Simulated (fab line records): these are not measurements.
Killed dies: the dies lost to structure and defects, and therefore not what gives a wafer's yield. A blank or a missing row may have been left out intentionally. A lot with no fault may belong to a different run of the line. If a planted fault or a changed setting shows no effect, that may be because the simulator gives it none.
Matching of chambers || flow nand_harc || NHARC_P_BONDPAD_CMP_32 on cmp-04 has 4 sister chambers
The step polishes SiCN, target thk 200 nm. 8 wafers are shown with their chamber, then 11 later ones without.

WAFERS PAIRED WITH THEIR CHAMBERS
{"wafer": "L080.1", "chamber": 3, "motor_current_A (A)": 10.5}
{"wafer": "L084.3", "chamber": 0, "motor_current_A (A)": 12.5}
{"wafer": "L087.2", "chamber": 0, "motor_current_A (A)": 13.2}
{"wafer": "L087.5", "chamber": 2, "motor_current_A (A)": 11.0}
{"wafer": "L088.1", "chamber": 1, "motor_current_A (A)": 11.4}
{"wafer": "L088.3", "chamber": 3, "motor_current_A (A)": 10.6}
{"wafer": "L088.4", "chamber": 2, "motor_current_A (A)": 11.5}
{"wafer": "L092.1", "chamber": 1, "motor_current_A (A)": 12.0}

WAFERS WITH NO CHAMBER GIVEN
{"wafer": "L092.4", "motor_current_A (A)": 11.8}
{"wafer": "L092.6", "motor_current_A (A)": 11.3}
{"wafer": "L094.3", "motor_current_A (A)": 10.4}
{"wafer": "L094.4", "motor_current_A (A)": 11.1}
{"wafer": "L094.5", "motor_current_A (A)": 11.2}
{"wafer": "L093.2", "motor_current_A (A)": 11.8}
{"wafer": "L093.4", "motor_current_A (A)": 10.2}
{"wafer": "L093.6", "motor_current_A (A)": 11.5}
{"wafer": "L095.2", "motor_current_A (A)": 11.8}
{"wafer": "L095.4", "motor_current_A (A)": 11.6}
{"wafer": "L095.6", "motor_current_A (A)": 11.8}

THE CHAMBER EACH PASSED THROUGH
{"wafer": "L092.4", "from the rows above": "can't be placed: 1 or 2", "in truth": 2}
{"wafer": "L092.6", "from the rows above": "can't be placed: 2 or 1 or 3", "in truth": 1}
{"wafer": "L094.3", "from the rows above": "can't be placed: 3 or 2", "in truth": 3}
{"wafer": "L094.4", "from the rows above": "can't be placed: 2 or 3 or 1", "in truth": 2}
{"wafer": "L094.5", "from the rows above": "can't be placed: 2 or 1 or 3", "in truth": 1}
{"wafer": "L093.2", "from the rows above": "can't be placed: 1 or 2", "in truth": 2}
{"wafer": "L093.4", "from the rows above": "can't be placed: 3 or 2", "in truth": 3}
{"wafer": "L093.6", "from the rows above": "can't be placed: 1 or 2", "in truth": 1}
{"wafer": "L095.2", "from the rows above": "can't be placed: 1 or 2", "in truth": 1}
{"wafer": "L095.4", "from the rows above": "can't be placed: 1 or 2", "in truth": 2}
{"wafer": "L095.6", "from the rows above": "can't be placed: 1 or 2", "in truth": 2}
Correctly placed: 0 of 11. These rows do not allow placing 11 (true chamber among the candidates in 11). Placed wrongly: 0.
How it was worked out, from the rows above alone: a wafer's distance from a chamber is the root of the sum, over the readings, of the square of ((its reading less the chamber's mean) divided by the reading's scatter). If the next closest chamber is less than 2 further off than the closest, the wafer can't be placed; otherwise it belongs to the closest. For every chamber, the mean is computed from those of its wafers that are shown. How the scatter is found: for the shown wafers, subtract from each reading the mean of its chamber, square and add these, divide the total by (wafers less chambers), then take the root.
